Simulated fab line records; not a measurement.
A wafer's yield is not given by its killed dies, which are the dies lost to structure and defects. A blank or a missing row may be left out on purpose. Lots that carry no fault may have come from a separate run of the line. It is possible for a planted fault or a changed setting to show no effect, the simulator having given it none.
Matching of chambers | flow nand_harc | NHARC_P_BONDPAD_DESCUM_11 on rie_diel-01: 4 sister chambers
The step chemistry O2, time 3 s. 14 wafers are shown with their chamber, then 7 later ones without.

WAFERS, EACH WITH ITS CHAMBER
wafer  | chamber | drypump_motor_current_A (A) | rf_vpp_V (V) | oes_product_au (a.u.)
L774.1 | 1       | 6.1                         | 58.7         | 1.011
L774.3 | 2       | 5.1                         | 57.3         | 1.005
L774.6 | 0       | 5.9                         | 57.8         | 1.020
L773.1 | 2       | 5.2                         | 56.8         | 0.992
L773.5 | 1       | 6.1                         | 59.3         | 1.003
L773.6 | 0       | 5.9                         | 56.6         | 1.002
L776.2 | 1       | 6.1                         | 57.4         | 1.004
L776.3 | 0       | 5.9                         | 56.7         | 1.011
L776.4 | 3       | 5.4                         | 58.3         | 0.992
L784.2 | 3       | 5.5                         | 58.8         | 1.005
L784.5 | 0       | 5.9                         | 57.4         | 1.016
L784.6 | 1       | 6.1                         | 59.1         | 1.001
L785.3 | 0       | 5.8                         | 55.9         | 1.008
L785.4 | 1       | 6.1                         | 59.1         | 1.008

SIGNATURES (averages over the wafers above)
reading                 | chamber 0 | chamber 1 | chamber 2 | chamber 3 | scatter within a chamber
drypump_motor_current_A | 5.880     | 6.100     | 5.150     | 5.450     | 0.0424
rf_vpp_V                | 56.880    | 58.720    | 57.050    | 58.550    | 0.693
oes_product_au          | 1.01140   | 1.00540   | 0.99850   | 0.99850   | 0.00655
Rule: for a wafer and a chamber, the distance is found by dividing, reading by reading, the gap between the wafer's reading and the chamber's mean by the reading's scatter, squaring, summing and taking the root. If the next closest chamber is less than 2 further off than the closest, the wafer can't be placed; otherwise it belongs to the closest. The scatter is the square root of a quotient: the sum, over the shown wafers, of each reading's squared deviation from its chamber's mean, divided by wafers minus chambers.

WAFERS WHOSE CHAMBER IS MISSING
wafer  | drypump_motor_current_A (A) | rf_vpp_V (V) | oes_product_au (a.u.)
L785.6 | 5.9                         | 57.8         | 1.017
L786.2 | 6.1                         | 59.3         | 1.017
L786.3 | 5.1                         | 56.7         | 0.998
L786.5 | 6.1                         | 58.5         | 1.016
L787.1 | 5.1                         | 56.4         | 1.006
L787.5 | 5.1                         | 58.5         | 1.005
L787.6 | 5.4                         | 58.7         | 0.993

CHAMBER TAKEN BY EACH
wafer  | from the rows above | in truth
L785.6 | 0                   | 0
L786.2 | 1                   | 1
L786.3 | 2                   | 2
L786.5 | 1                   | 1
L787.1 | 2                   | 2
L787.5 | 2                   | 2
L787.6 | 3                   | 3
Correct placement for 7 of the 7. Can't be placed from these rows: 0. 0 placed wrongly.
